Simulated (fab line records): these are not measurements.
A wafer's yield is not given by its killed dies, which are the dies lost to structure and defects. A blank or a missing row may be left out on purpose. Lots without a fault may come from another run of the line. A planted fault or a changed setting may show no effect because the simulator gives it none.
fab line records | flow n5Finfet
record lots=7 | wafers=39
route steps=1938 shown ZERO_LAYER@16 FIN_SAQP@125 SD_EPI_P@306 BEOL_M0_SAQP@663
startH: hours from the record's opening day to when the first of the lot's shown wafers began | waitH: hours since the lot's step before | " identical to the entry in the row above | L1.1+2: a single row standing in for several wafers | - value missing, or start not given | * or withheld: withheld | < > ~ a bound
route shown NAME@n: NAME is a module with steps in the file, n the number in the route of the first one | usual: mean/standard deviation taken from wafers without a fault | same: alike in all rows | chamber/n: place in a boat | sites: readings site by site | _std_site: how widely they spread, as a standard deviation | _edge_site: inner sites' mean taken away from outer sites' mean | radiusMm: how far each site lies from the wafer's centre | mask NAME#n: copy n | behind: the most recent tool/chamber to have shaped the wafer | hold: reason for holding the lot/hours on hold/outcome of the hold | device: the n, p or np transistor that did not switch | end of line: tests of these same wafers at the route's end | for a step that has no rows: nothing shown but its recipe | killed: dies lost to structure and defects at the first sort, not the wafer's yield | map: shows each die of a wafer: x if killed, . if not, _ if none is there
set.NAME: the setting as run; set.NAME@STEP: as run at that earlier step | model.NAME: the simulator's own value behind a step, which no gauge read
one table per step and one row per wafer, for lots whose settings were changed on purpose
## steps
# step N5_ZERO_LAYER_ETCH_18
# recipe chemistry=HBr/Cl2 | target=Si | targetDepthA=1200 | timeS=40 | pressureMtorr=10 | icpW=800 | biasW=75 | HBr_flow_sccm=150 | Cl2_flow_sccm=80
lot.wafer | tool     | chamber | startH | waitH | set.targetDepthA | model.etch.depthNm | model.ZERO_LAYER.featureDepthNm | model.coat_of_ZERO_LAYER_COAT_05.thkNm
L080.1    | rieSi-05 | 0       | 48.94  | 0.0   | 716              | 72.65              | 72.65                           | 948.3
L080.2    | "        | 2       | "      | "     | 1200             | 120.4              | 120.4                           | 930.3
L080.3    | "        | 3       | "      | "     | 1200             | 122                | 122                             | 932.5
L080.4    | "        | 1       | "      | "     | 716              | 73.62              | 73.62                           | 946.4
L080.5    | "        | 0       | "      | "     | 1200             | 121.9              | 121.9                           | 932.7
L080.6    | "        | 1       | "      | "     | 716              | 73.81              | 73.81                           | 943.5
L081.1    | rieSi-06 | 2       | 54.79  | 0.0   | 999.8            | 99.77              | 99.77                           | 940.6
L081.2    | "        | 0       | "      | "     | 1200             | 120.2              | 120.2                           | 934.9
L081.3    | "        | 1       | "      | "     | 999.8            | 99.66              | 99.66                           | 940.6
L081.4    | "        | 0       | "      | "     | 1200             | 120.5              | 120.5                           | 937.3
L081.5    | "        | 2       | "      | "     | 1200             | 120.1              | 120.1                           | 936.2
L081.6    | "        | 1       | "      | "     | 999.8            | 100.5              | 100.5                           | 940.5
L084.1    | rieSi-06 | 1       | 72.79  | 0.0   | 1200             | 119.8              | 119.8                           | 933.5
L084.2    | "        | 3       | "      | "     | 1200             | 120.3              | 120.3                           | 933.7
L084.3    | "        | 0       | "      | "     | 1200             | 122.1              | 122.1                           | 935.3
L084.4    | "        | 3       | "      | "     | 1200             | 120.3              | 120.3                           | 933
L084.5    | "        | 0       | "      | "     | 1200             | 120.4              | 120.4                           | 934
L084.6    | "        | 1       | "      | "     | 1200             | 120.6              | 120.6                           | 933.6
L086.1    | rieSi-05 | 0       | 84.80  | 0.0   | 1200             | 120.1              | 120.1                           | 931.4
L086.2    | "        | 2       | "      | "     | 884.1            | 87.09              | 87.09                           | 941.2
L086.3    | "        | 1       | "      | "     | 1200             | 120.9              | 120.9                           | 933.6
L086.4    | "        | 3       | "      | "     | 884.1            | 88.92              | 88.92                           | 941.3
L086.5    | "        | 2       | "      | "     | 884.1            | 86.7               | 86.7                            | 946.4
L086.6    | "        | 3       | "      | "     | 1200             | 120.3              | 120.3                           | 929.6
L087.1    | rieSi-06 | 0       | 90.91  | 0.0   | 1513             | 155.1              | 155.1                           | 916.6
L087.2    | "        | 2       | "      | "     | 1200             | 122.4              | 122.4                           | 930.5
L087.3    | "        | 3       | "      | "     | 1513             | 153.8              | 153.8                           | 923.1
L087.4    | "        | 1       | "      | "     | 1513             | 152.9              | 152.9                           | 921.9
L087.5    | "        | 0       | "      | "     | 1200             | 122.4              | 122.4                           | 929
L087.6    | "        | 1       | "      | "     | 1200             | 121.6              | 121.6                           | 929
L093.1    | rieSi-04 | 1       | 127.11 | 0.0   | 1200             | 122.3              | 122.3                           | 928.2
L093.2    | "        | 2       | "      | "     | 1200             | 116.2              | 116.2                           | 930.5
L093.3    | "        | 3       | "      | "     | 1200             | 116.7              | 116.7                           | 930.2
L093.4    | "        | 0       | "      | "     | 1478             | 143.3              | 143.3                           | 923.7
L093.5    | "        | 0       | "      | "     | 1478             | 142.6              | 142.6                           | 921.5
L093.6    | "        | 1       | "      | "     | 1478             | 150.2              | 150.2                           | 918.4
L094.2    | rieSi-06 | 2       | 132.80 | 0.1   | 1200             | 119.8              | 119.8                           | 927.6
L094.4    | "        | 3       | "      | "     | 1200             | 118.5              | 118.5                           | 930.5
L094.5    | "        | 0       | "      | "     | 1200             | 119.3              | 119.3                           | 924.9
# step N5_ZERO_LAYER_STRIP_24
# recipe chemistry=O2 | powerW=1000 | tempC=250 | overashFraction=0.3 | pressureMtorr=1000 | o2FlowSccm=6750
# usual stripTimeToEndpointS=43.88/0.088
lot.wafer | tool           | chamber | startH | waitH | set.targetDepthA@ZERO_LAYER_ETCH_18 | stripTimeToEndpointS
L080.1    | plasmaAsher-02 | 0       | 49.05  | 0.1   | 716                                 | 44.38
L080.2    | "              | 1       | "      | "     | 1200                                | 43.85
L080.3    | "              | 0       | "      | "     | 1200                                | 43.91
L080.4    | "              | 1       | "      | "     | 716                                 | 44.33
L080.5    | "              | 1       | "      | "     | 1200                                | 43.91
L080.6    | "              | 0       | "      | "     | 716                                 | 44.24
L081.1    | plasmaAsher-01 | 1       | 54.89  | 0.1   | 999.8                               | 44.16
L081.2    | "              | 0       | "      | "     | 1200                                | 43.98
L081.3    | "              | 1       | "      | "     | 999.8                               | 44.15
L081.4    | "              | 0       | "      | "     | 1200                                | 44.06
L081.5    | "              | 1       | "      | "     | 1200                                | 44.01
L081.6    | "              | 0       | "      | "     | 999.8                               | 44.15
L084.1    | plasmaAsher-01 | 1       | 72.89  | 0.1   | 1200                                | 43.96
L084.2    | "              | 0       | "      | "     | 1200                                | 43.95
L084.3    | "              | 0       | "      | "     | 1200                                | 44.00
L084.4    | "              | 1       | "      | "     | 1200                                | 43.94
L084.5    | "              | 0       | "      | "     | 1200                                | 43.96
L084.6    | "              | 1       | "      | "     | 1200                                | 43.93
L086.1    | plasmaAsher-01 | 0       | 84.91  | 0.1   | 1200                                | 43.86
L086.2    | "              | 1       | "      | "     | 884.1                               | 44.16
L086.3    | "              | 0       | "      | "     | 1200                                | 43.95
L086.4    | "              | 1       | "      | "     | 884.1                               | 44.17
L086.5    | "              | 1       | "      | "     | 884.1                               | 44.33
L086.6    | "              | 0       | "      | "     | 1200                                | 43.83
L087.1    | plasmaAsher-01 | 1       | 91.02  | 0.1   | 1513                                | 43.44
L087.2    | "              | 0       | "      | "     | 1200                                | 43.83
L087.3    | "              | 0       | "      | "     | 1513                                | 43.62
L087.4    | "              | 1       | "      | "     | 1513                                | 43.59
L087.5    | "              | 1       | "      | "     | 1200                                | 43.82
L087.6    | "              | 0       | "      | "     | 1200                                | 43.80
L093.1    | plasmaAsher-02 | 0       | 127.21 | 0.1   | 1200                                | 43.78
L093.2    | "              | 1       | "      | "     | 1200                                | 43.84
L093.3    | "              | 1       | "      | "     | 1200                                | 43.84
L093.4    | "              | 0       | "      | "     | 1478                                | 43.65
L093.5    | "              | 1       | "      | "     | 1478                                | 43.57
L093.6    | "              | 0       | "      | "     | 1478                                | 43.47
L094.2    | plasmaAsher-01 | 0       | 132.90 | 0.1   | 1200                                | 43.75
L094.4    | "              | 1       | "      | "     | 1200                                | 43.85
L094.5    | "              | 0       | "      | "     | 1200                                | 43.69
# step N5_FIN_SAQP_SPACER1_ALD_24
# recipe material=SiO2 | targetThkA=203 | tempC=300 | aldPrecursorFamily=BDEAS | aldCoReactant=O2-plasma | pulseTimeS=1 | purgeTimeS=2 | coReactantPurgeTimeS=2 | aldCycles=218 | pressureTorr=2
lot.wafer  | tool      | chamber | startH | waitH | set.aldCycles | model.SiO2_of_FIN_SAQP_SPACER1_ALD_24.thkNm
L080.1+2+3 | aldSin-04 | 3,1,2   | 59.02  | 0.3   | 349           | 32.6
L080.4+6   | "         | 0       | "      | "     | 218           | 20.4
L080.5     | "         | 3       | "      | "     | 218           | 20.2
L081.1+2+6 | aldSin-04 | 1,2,1   | 65.34  | 0.3   | 311           | 29.2
L081.3+4+5 | "         | 3,0,0   | "      | "     | 218           | 20.4
L084.1     | aldSin-02 | 2       | 83.87  | 0.3   | 218           | 20
L084.2+3+5 | "         | 3,1,3   | "      | "     | 281           | 26
L084.4+6   | "         | 2,1     | "      | "     | 218           | 20.2
L086.1+3+4 | aldSin-04 | 0,3,1   | 95.18  | 1.3   | 218           | 20.4
L086.2+5+6 | "         | 2,3,2   | "      | "     | 218           | 20.2
L087.1+2+5 | aldSin-01 | 0,1,1   | 105.06 | 0.8   | 218           | 20.2
L087.3+4+6 | "         | 2,3,0   | "      | "     | 294           | 27.2
L093.1+6   | aldSin-01 | 1,2     | 137.75 | 0.3   | 116           | 10.8
L093.2+4+5 | "         | 3,2,1   | "      | "     | 218           | 20.2
L093.3     | "         | 0       | "      | "     | 116           | 10.6
L094.2+4+5 | aldSin-04 | 0,0,3   | 142.53 | 0.3   | 218           | 20.4
# step N5_FIN_SAQP_SPACER1_ETCHBACK_25
# recipe chemistry=CHF3/O2 | mode=anisotropicEtchback | target=SiO2 | targetDepthA=244 | timeS=12.2 | pressureMtorr=30 | sourceW=650 | biasW=170 | Ar_flow_sccm=200 | CHF3_flow_sccm=50 | O2_flow_sccm=5 | ionEnergyEv=200
# step N5_FIN_SAQP_MANDREL1_REMOVE_56
# recipe chemistry=HBr/Cl2/O2 | btTimeS=10 | target=a-Si | stopOn=SiNx | endpoint=OES-SiCl | overEtchFrac=1 | icpW=600 | biasW=22 | HBr_flow_sccm=150 | Cl2_flow_sccm=80 | O2_flow_sccm=5 | pressureMtorr=10
lot.wafer      | tool     | chamber   | startH | waitH | set.aldCycles@FIN_SAQP_SPACER1_ALD_24 | model.FIN_SAQP.cdNm
L080.1+3       | rieSi-05 | 1,2       | 59.83  | 0.1   | 349                                   | 32.6
L080.2         | "        | 0         | "      | "     | 349                                   | 32.8
L080.4         | "        | 3         | "      | "     | 218                                   | 20.2
L080.5+6       | "        | 1,2       | "      | "     | 218                                   | 20.4
L081.1+2+6     | rieSi-05 | 1,0,2     | 66.15  | 0.1   | 311                                   | 29.2
L081.3+4+5     | "        | 3,2,3     | "      | "     | 218                                   | 20.4
L084.1+6       | rieSi-06 | 0,1       | 84.80  | 0.1   | 218                                   | 20.2
L084.2+3       | "        | 3,1       | "      | "     | 281                                   | 26
L084.4         | "        | 2         | "      | "     | 218                                   | 20
L084.5         | "        | 0         | "      | "     | 281                                   | 26.2
L086.1+2+3+5+6 | rieSi-06 | 1,2,3,0,3 | 96.02  | 0.1   | 218                                   | 20.2
L086.4         | "        | 0         | "      | "     | 218                                   | 20.4
L087.1+2+5     | rieSi-04 | 0,2,2     | 105.87 | 0.1   | 218                                   | 20.2
L087.3+4+6     | "        | 1,3,3     | "      | "     | 294                                   | 27.2
L093.1+6       | rieSi-06 | 1,2       | 138.56 | 0.1   | 116                                   | 10.8
L093.2+4+5     | "        | 2,0,1     | "      | "     | 218                                   | 20.2
L093.3         | "        | 3         | "      | "     | 116                                   | 10.6
L094.2+5       | rieSi-05 | 2,3       | 143.33 | 0.1   | 218                                   | 20.2
L094.4         | "        | 0         | "      | "     | 218                                   | 20.4
# step N5_FIN_SAQP_CD_MEAS_27
# recipe targetCdNm=20 | landingEnergyEv=1000 | detector=seInlens | polarity=line
# usual cdNm=20.30/0.25
lot.wafer | tool     | chamber | startH | waitH | set.aldCycles@FIN_SAQP_SPACER1_ALD_24 | cdNm
L080.1    | cdSem-02 | 0       | 59.94  | 0.1   | 349                                   | 32.64
L080.2    | "        | 0       | "      | "     | 349                                   | 32.43
L080.3    | "        | 0       | "      | "     | 349                                   | 32.49
L080.4    | "        | 0       | "      | "     | 218                                   | 20.26
L080.5    | "        | 0       | "      | "     | 218                                   | 20.47
L080.6    | "        | 0       | "      | "     | 218                                   | 20.61
L081.1    | cdSem-01 | 0       | 66.26  | 0.1   | 311                                   | 29.55
L081.2    | "        | 0       | "      | "     | 311                                   | 29.00
L081.3    | "        | 0       | "      | "     | 218                                   | 20.36
L081.4    | "        | 0       | "      | "     | 218                                   | 20.69
L081.5    | "        | 0       | "      | "     | 218                                   | 20.74
L081.6    | "        | 0       | "      | "     | 311                                   | 29.46
L084.1    | cdSem-03 | 0       | 84.91  | 0.1   | 218                                   | 20.14
L084.2    | "        | 0       | "      | "     | 281                                   | 25.79
L084.3    | "        | 0       | "      | "     | 281                                   | 26.03
L084.4    | "        | 0       | "      | "     | 218                                   | 20.15
L084.5    | "        | 0       | "      | "     | 281                                   | 26.02
L084.6    | "        | 0       | "      | "     | 218                                   | 20.12
L086.1    | cdSem-01 | 0       | 96.13  | 0.1   | 218                                   | 20.52
L086.2    | "        | 0       | "      | "     | 218                                   | 20.18
L086.3    | "        | 0       | "      | "     | 218                                   | 20.06
L086.4    | "        | 0       | "      | "     | 218                                   | 20.15
L086.5    | "        | 0       | "      | "     | 218                                   | 20.34
L086.6    | "        | 0       | "      | "     | 218                                   | 19.98
L087.1    | cdSem-03 | 0       | 105.98 | 0.1   | 218                                   | 20.16
L087.2    | "        | 0       | "      | "     | 218                                   | 20.44
L087.3    | "        | 0       | "      | "     | 294                                   | 27.37
L087.4    | "        | 0       | "      | "     | 294                                   | 27.13
L087.5    | "        | 0       | "      | "     | 218                                   | 20.43
L087.6    | "        | 0       | "      | "     | 294                                   | 27.07
L093.1    | cdSem-02 | 0       | 138.67 | 0.1   | 116                                   | 11.03
L093.2    | "        | 0       | "      | "     | 218                                   | 20.27
L093.3    | "        | 0       | "      | "     | 116                                   | 10.89
L093.4    | "        | 0       | "      | "     | 218                                   | 20.14
L093.5    | "        | 0       | "      | "     | 218                                   | 20.17
L093.6    | "        | 0       | "      | "     | 116                                   | 10.78
L094.2    | cdSem-03 | 0       | 143.44 | 0.1   | 218                                   | 20.32
L094.4    | "        | 0       | "      | "     | 218                                   | 20.61
L094.5    | "        | 0       | "      | "     | 218                                   | 20.19
# step N5_SD_EPI_P_DESCUM_14
# recipe chemistry=O2 | timeS=7.9 | sourcePowerW=50 | biasPowerW=20 | pressureMtorr=20 | rfFrequencyHz=2.712e+07 | tempC=40 | resist=CAR-ArF-block | o2FlowSccm=225
lot.wafer | tool       | chamber | startH | waitH | set.timeS | model.CAR-ArF-block_of_SD_EPI_P_COAT_03.thkNm
L080.1+2  | rieDiel-01 | 0,3     | 88.85  | 0.0   | 11.82     | 141.6
L080.3+4  | "          | 2,1     | "      | "     | 7.9       | 144
L080.5    | "          | 2       | "      | "     | 11.82     | 141.4
L080.6    | "          | 3       | "      | "     | 7.9       | 144.6
L081.1+6  | rieDiel-01 | 2,1     | 95.51  | 0.0   | 7.9       | 144
L081.2    | "          | 1       | "      | "     | 7.9       | 144.2
L081.3+4  | "          | 3,0     | "      | "     | 7.9       | 143.6
L081.5    | "          | 0       | "      | "     | 7.9       | 143.2
L084.1    | rieDiel-04 | 2       | 116.47 | 0.0   | 7.9       | 144.2
L084.2    | "          | 3       | "      | "     | 5.685     | 145
L084.3    | "          | 0       | "      | "     | 7.9       | 143.8
L084.4    | "          | 1       | "      | "     | 5.685     | 145.2
L084.5    | "          | 2       | "      | "     | 5.685     | 145.6
L084.6    | "          | 1       | "      | "     | 7.9       | 144.4
L086.1    | rieDiel-05 | 3       | 129.12 | 0.2   | 3.944     | 146.2
L086.2+4  | "          | 2       | "      | "     | 3.944     | 145.6
L086.3    | "          | 3       | "      | "     | 7.9       | 143
L086.5    | "          | 2       | "      | "     | 7.9       | 143.4
L086.6    | "          | 3       | "      | "     | 7.9       | 142.8
L087.1    | rieDiel-01 | 3       | 135.54 | 0.1   | 11.89     | 141.4
L087.2    | "          | 2       | "      | "     | 7.9       | 143.8
L087.3+6  | "          | 1       | "      | "     | 7.9       | 144.2
L087.4    | "          | 2       | "      | "     | 11.89     | 141.2
L087.5    | "          | 3       | "      | "     | 11.89     | 141.6
L093.1    | rieDiel-04 | 0       | 167.82 | 0.0   | 7.9       | 144.6
L093.2    | "          | 2       | "      | "     | 7.9       | 144.4
L093.3+5  | "          | 1,2     | "      | "     | 7.9       | 144
L093.4    | "          | 3       | "      | "     | 7.9       | 143.6
L093.6    | "          | 3       | "      | "     | 7.9       | 143.8
L094.2+5  | rieDiel-05 | 3       | 171.55 | 0.1   | 7.9       | 144.2
L094.4    | "          | 1       | "      | "     | 7.9       | 144.4
# step N5_SD_EPI_P_ETCH_36
# recipe chemistry=CF4 | target=SiARC | targetDepthA=455 | maskMaterial=CAR-ArF-block | timeS=75.8 | ionEnergyEv=80 | pressureMtorr=40 | sourceW=545 | biasW=36 | Ar_flow_sccm=100 | cf4FlowSccm=100 | ends=cleared
lot.wafer  | tool       | chamber | startH | waitH | set.timeS@SD_EPI_P_DESCUM_14 | model.CAR-ArF-block_of_SD_EPI_P_COAT_03.thkNm
L080.1+2   | rieDiel-01 | 0,3     | 88.88  | 0.0   | 11.82                        | 109
L080.3+4   | "          | 2,1     | "      | "     | 7.9                          | 111.4
L080.5     | "          | 2       | "      | "     | 11.82                        | 108.8
L080.6     | "          | 3       | "      | "     | 7.9                          | 112
L081.1+6   | rieDiel-01 | 2,1     | 95.55  | 0.0   | 7.9                          | 111.4
L081.2     | "          | 1       | "      | "     | 7.9                          | 111.6
L081.3     | "          | 3       | "      | "     | 7.9                          | 111
L081.4     | "          | 0       | "      | "     | 7.9                          | 111.2
L081.5     | "          | 0       | "      | "     | 7.9                          | 110.6
L084.1+6   | rieDiel-04 | 2,1     | 116.50 | 0.0   | 7.9                          | 111.8
L084.2+4   | "          | 3,1     | "      | "     | 5.685                        | 112.6
L084.3     | "          | 0       | "      | "     | 7.9                          | 111.2
L084.5     | "          | 2       | "      | "     | 5.685                        | 113
L086.1     | rieDiel-05 | 3       | 129.17 | 0.0   | 3.944                        | 113.6
L086.2+4   | "          | 2       | "      | "     | 3.944                        | 113.2
L086.3     | "          | 3       | "      | "     | 7.9                          | 110.4
L086.5     | "          | 2       | "      | "     | 7.9                          | 111
L086.6     | "          | 3       | "      | "     | 7.9                          | 110.2
L087.1     | rieDiel-01 | 3       | 135.57 | 0.0   | 11.89                        | 108.8
L087.2     | "          | 2       | "      | "     | 7.9                          | 111.2
L087.3     | "          | 1       | "      | "     | 7.9                          | 111.6
L087.4     | "          | 2       | "      | "     | 11.89                        | 108.4
L087.5     | "          | 3       | "      | "     | 11.89                        | 109
L087.6     | "          | 1       | "      | "     | 7.9                          | 111.8
L093.1     | rieDiel-04 | 0       | 167.85 | 0.0   | 7.9                          | 112.2
L093.2     | "          | 2       | "      | "     | 7.9                          | 111.8
L093.3+5+6 | "          | 1,2,3   | "      | "     | 7.9                          | 111.4
L093.4     | "          | 3       | "      | "     | 7.9                          | 111.2
L094.2     | rieDiel-05 | 3       | 171.58 | 0.0   | 7.9                          | 111.6
L094.4     | "          | 1       | "      | "     | 7.9                          | 112
L094.5     | "          | 3       | "      | "     | 7.9                          | 111.8
# step N5_BEOL_M0_SAQP_SPACER1_ALD_98
# recipe material=SiO2 | targetThkA=128 | tempC=300 | aldPrecursorFamily=BDEAS | aldCoReactant=O2-plasma | pulseTimeS=1 | purgeTimeS=2 | coReactantPurgeTimeS=2 | aldCycles=138 | pressureTorr=2
lot.wafer  | tool      | chamber | startH | waitH | set.aldCycles | model.SiO2_of_BEOL_M0_SAQP_SPACER1_ALD_98.thkNm
L080.1+3+4 | aldSin-02 | 1,0,3   | 146.54 | 0.5   | 138           | 12.8
L080.2+5+6 | "         | 2,1,0   | "      | "     | 203           | 18.8
L081.1+5+6 | aldSin-01 | 1,0,1   | 155.88 | 0.3   | 213           | 19.8
L081.2+3+4 | "         | 2,3,0   | "      | "     | 138           | 12.8
L084.1+2+5 | aldSin-01 | 2,1,1   | 172.28 | 0.3   | 109           | 10
L084.3+4+6 | "         | 3,0,0   | "      | "     | 138           | 12.8
L086.1+4+6 | aldSin-03 | 2,1,2   | 184.21 | 0.9   | 60            | 5.6
L086.2+3+5 | "         | 0,3,3   | "      | "     | 138           | 12.8
L087.1     | aldSin-01 | 3       | 190.26 | 0.3   | 218           | 20.4
L087.2+4   | "         | 1,2     | "      | "     | 218           | 20.2
L087.3+5   | "         | 0       | "      | "     | 138           | 13
L087.6     | "         | 3       | "      | "     | 138           | 12.8
L093.1+5   | aldSin-02 | 0,3     | 220.77 | 0.3   | 138           | 12.8
L093.2+3   | "         | 3,1     | "      | "     | 109           | 10
L093.4     | "         | 2       | "      | "     | 109           | 10.2
L093.6     | "         | 0       | "      | "     | 138           | 12.6
L094.2+4+5 | aldSin-03 | 3,2,1   | 222.97 | 0.4   | 138           | 12.8
# step N5_BEOL_M0_SAQP_SPACER1_ETCHBACK_99
# recipe chemistry=CHF3/O2 | mode=anisotropicEtchback | target=SiO2 | targetDepthA=154 | timeS=7.7 | pressureMtorr=30 | sourceW=650 | biasW=170 | Ar_flow_sccm=200 | CHF3_flow_sccm=50 | O2_flow_sccm=5 | ionEnergyEv=200
# step N5_BEOL_M0_SAQP_MANDREL1_REMOVE_100
# recipe chemistry=HBr/Cl2/O2 | btTimeS=10 | target=a-Si | stopOn=SiNx | endpoint=OES-SiCl | overEtchFrac=0.85 | icpW=600 | biasW=30 | HBr_flow_sccm=150 | Cl2_flow_sccm=80 | O2_flow_sccm=5 | pressureMtorr=10
lot.wafer  | tool     | chamber | startH | waitH | set.aldCycles@BEOL_M0_SAQP_SPACER1_ALD_98 | model.SiO2_of_BEOL_M0_SAQP_SPACER1_ALD_98.thkNm | model.BEOL_M0_SAQP.cdNm
L080.1     | rieSi-01 | 3       | 147.10 | 0.1   | 138                                       | 7.4                                             | 13
L080.2+5   | "        | 1       | "      | "     | 203                                       | 13.4                                            | 18.6
L080.3     | "        | 2       | "      | "     | 138                                       | 7.4                                             | 12.8
L080.4     | "        | 0       | "      | "     | 138                                       | 7.6                                             | 12.8
L080.6     | "        | 2       | "      | "     | 203                                       | 13.4                                            | 18.8
L081.1+6   | rieSi-03 | 3       | 156.45 | 0.1   | 213                                       | 14.4                                            | 19.6
L081.2+3   | "        | 0,1     | "      | "     | 138                                       | 7.4                                             | 12.8
L081.4     | "        | 2       | "      | "     | 138                                       | 7.6                                             | 12.8
L081.5     | "        | 0       | "      | "     | 213                                       | 14.4                                            | 20
L084.1     | rieSi-01 | 2       | 172.84 | 0.1   | 109                                       | 4.8                                             | 10.2
L084.2     | "        | 0       | "      | "     | 109                                       | 4.6                                             | 10
L084.3     | "        | 3       | "      | "     | 138                                       | 7.4                                             | 13
L084.4+6   | "        | 1,2     | "      | "     | 138                                       | 7.4                                             | 12.8
L084.5     | "        | 3       | "      | "     | 109                                       | 4.6                                             | 10.2
L086.1+6   | rieSi-02 | 0,1     | 184.77 | 0.1   | 60                                        | 2.6                                             | 5.4
L086.2     | "        | 1       | "      | "     | 138                                       | 7.4                                             | 12.6
L086.3+5   | "        | 2       | "      | "     | 138                                       | 7.4                                             | 12.8
L086.4     | "        | 3       | "      | "     | 60                                        | 2.6                                             | 5.6
L087.1+4   | rieSi-02 | 2,3     | 190.82 | 0.1   | 218                                       | 15                                              | 20.4
L087.2     | "        | 1       | "      | "     | 218                                       | 15                                              | 20.2
L087.3+5   | "        | 0,1     | "      | "     | 138                                       | 7.6                                             | 13
L087.6     | "        | 2       | "      | "     | 138                                       | 7.4                                             | 13
L093.1     | rieSi-03 | 3       | 221.33 | 0.1   | 138                                       | 7.4                                             | 12.8
L093.2     | "        | 0       | "      | "     | 109                                       | 4.8                                             | 10.2
L093.3     | "        | 2       | "      | "     | 109                                       | 4.6                                             | 10.2
L093.4     | "        | 0       | "      | "     | 109                                       | 4.8                                             | 10.4
L093.5     | "        | 2       | "      | "     | 138                                       | 7.4                                             | 13
L093.6     | "        | 3       | "      | "     | 138                                       | 7.4                                             | 12.6
L094.2+4+5 | rieSi-01 | 2,0,0   | 223.54 | 0.1   | 138                                       | 7.4                                             | 12.8
# step N5_BEOL_M0_SAQP_CD_MEAS_25
# recipe targetCdNm=13.1 | landingEnergyEv=1000 | detector=seInlens
# usual cdNm=12.82/0.23
lot.wafer | tool     | chamber | startH | waitH | set.aldCycles@BEOL_M0_SAQP_SPACER1_ALD_98 | cdNm
L080.1    | cdSem-02 | 0       | 147.21 | 0.1   | 138                                       | 12.91
L080.2    | "        | 0       | "      | "     | 203                                       | 18.48
L080.3    | "        | 0       | "      | "     | 138                                       | 13.01
L080.4    | "        | 0       | "      | "     | 138                                       | 12.75
L080.5    | "        | 0       | "      | "     | 203                                       | 18.93
L080.6    | "        | 0       | "      | "     | 203                                       | 18.73
L081.1    | cdSem-02 | 0       | 156.56 | 0.1   | 213                                       | 19.83
L081.2    | "        | 0       | "      | "     | 138                                       | 12.94
L081.3    | "        | 0       | "      | "     | 138                                       | 12.64
L081.4    | "        | 0       | "      | "     | 138                                       | 13.05
L081.5    | "        | 0       | "      | "     | 213                                       | 19.68
L081.6    | "        | 0       | "      | "     | 213                                       | 19.60
L084.1    | cdSem-02 | 0       | 172.95 | 0.1   | 109                                       | 9.89
L084.2    | "        | 0       | "      | "     | 109                                       | 9.54
L084.3    | "        | 0       | "      | "     | 138                                       | 13.10
L084.4    | "        | 0       | "      | "     | 138                                       | 12.74
L084.5    | "        | 0       | "      | "     | 109                                       | 10.23
L084.6    | "        | 0       | "      | "     | 138                                       | 12.67
L086.1    | cdSem-02 | 0       | 184.88 | 0.1   | 60                                        | 5.35
L086.2    | "        | 0       | "      | "     | 138                                       | 12.55
L086.3    | "        | 0       | "      | "     | 138                                       | 12.64
L086.4    | "        | 0       | "      | "     | 60                                        | 5.44
L086.5    | "        | 0       | "      | "     | 138                                       | 12.55
L086.6    | "        | 0       | "      | "     | 60                                        | 4.94
L087.1    | cdSem-02 | 0       | 190.93 | 0.1   | 218                                       | 20.21
L087.2    | "        | 0       | "      | "     | 218                                       | 20.33
L087.3    | "        | 0       | "      | "     | 138                                       | 13.08
L087.4    | "        | 0       | "      | "     | 218                                       | 20.37
L087.5    | "        | 0       | "      | "     | 138                                       | 13.19
L087.6    | "        | 0       | "      | "     | 138                                       | 12.65
L093.1    | cdSem-03 | 0       | 221.44 | 0.1   | 138                                       | 12.58
L093.2    | "        | 0       | "      | "     | 109                                       | 10.81
L093.3    | "        | 0       | "      | "     | 109                                       | 10.13
L093.4    | "        | 0       | "      | "     | 109                                       | 10.16
L093.5    | "        | 0       | "      | "     | 138                                       | 12.75
L093.6    | "        | 0       | "      | "     | 138                                       | 12.63
L094.2    | cdSem-01 | 0       | 223.65 | 0.1   | 138                                       | 12.61
L094.4    | "        | 0       | "      | "     | 138                                       | 12.89
L094.5    | "        | 0       | "      | "     | 138                                       | 13.03
## key
split step=N5_ZERO_LAYER_ETCH_18 | setting=targetDepthA | stated=1200 | by=wafer
response step=N5_ZERO_LAYER_ETCH_18 | reading=model.etch.depthNm | change=+1.2 | per=1% | r=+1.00
response step=N5_ZERO_LAYER_ETCH_18 | reading=model.ZERO_LAYER.featureDepthNm | change=+1.2 | per=1% | r=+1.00
response step=N5_ZERO_LAYER_ETCH_18 | reading=model.coat_of_ZERO_LAYER_COAT_05.thkNm | change=-0.361 | per=1% | r=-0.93
response step=N5_ZERO_LAYER_STRIP_24 | reading=stripTimeToEndpointS | change=* | per=1% | r=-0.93
split step=N5_FIN_SAQP_SPACER1_ALD_24 | setting=aldCycles | stated=218 | by=wafer
response step=N5_FIN_SAQP_SPACER1_ALD_24 | reading=model.SiO2_of_FIN_SAQP_SPACER1_ALD_24.thkNm | change=+0.204 | per=1% | r=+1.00
response step=N5_FIN_SAQP_MANDREL1_REMOVE_56 | reading=model.FIN_SAQP.cdNm | change=+0.204 | per=1% | r=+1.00
response step=N5_FIN_SAQP_CD_MEAS_27 | reading=cdNm | change=+0.201 | per=1% | r=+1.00
split step=N5_SD_EPI_P_DESCUM_14 | setting=timeS | stated=7.9 | by=wafer
response step=N5_SD_EPI_P_DESCUM_14 | reading=model.CAR-ArF-block_of_SD_EPI_P_COAT_03.thkNm | change=-0.0524 | per=1% | r=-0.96
response step=N5_SD_EPI_P_ETCH_36 | reading=model.CAR-ArF-block_of_SD_EPI_P_COAT_03.thkNm | change=-0.0537 | per=1% | r=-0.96
split step=N5_BEOL_M0_SAQP_SPACER1_ALD_98 | setting=aldCycles | stated=138 | by=wafer
response step=N5_BEOL_M0_SAQP_SPACER1_ALD_98 | reading=model.SiO2_of_BEOL_M0_SAQP_SPACER1_ALD_98.thkNm | change=+0.128 | per=1% | r=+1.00
response step=N5_BEOL_M0_SAQP_MANDREL1_REMOVE_100 | reading=model.SiO2_of_BEOL_M0_SAQP_SPACER1_ALD_98.thkNm | change=+0.117 | per=1% | r=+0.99
response step=N5_BEOL_M0_SAQP_MANDREL1_REMOVE_100 | reading=model.BEOL_M0_SAQP.cdNm | change=+0.127 | per=1% | r=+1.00
response step=N5_BEOL_M0_SAQP_CD_MEAS_25 | reading=cdNm | change=+0.126 | per=1% | r=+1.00
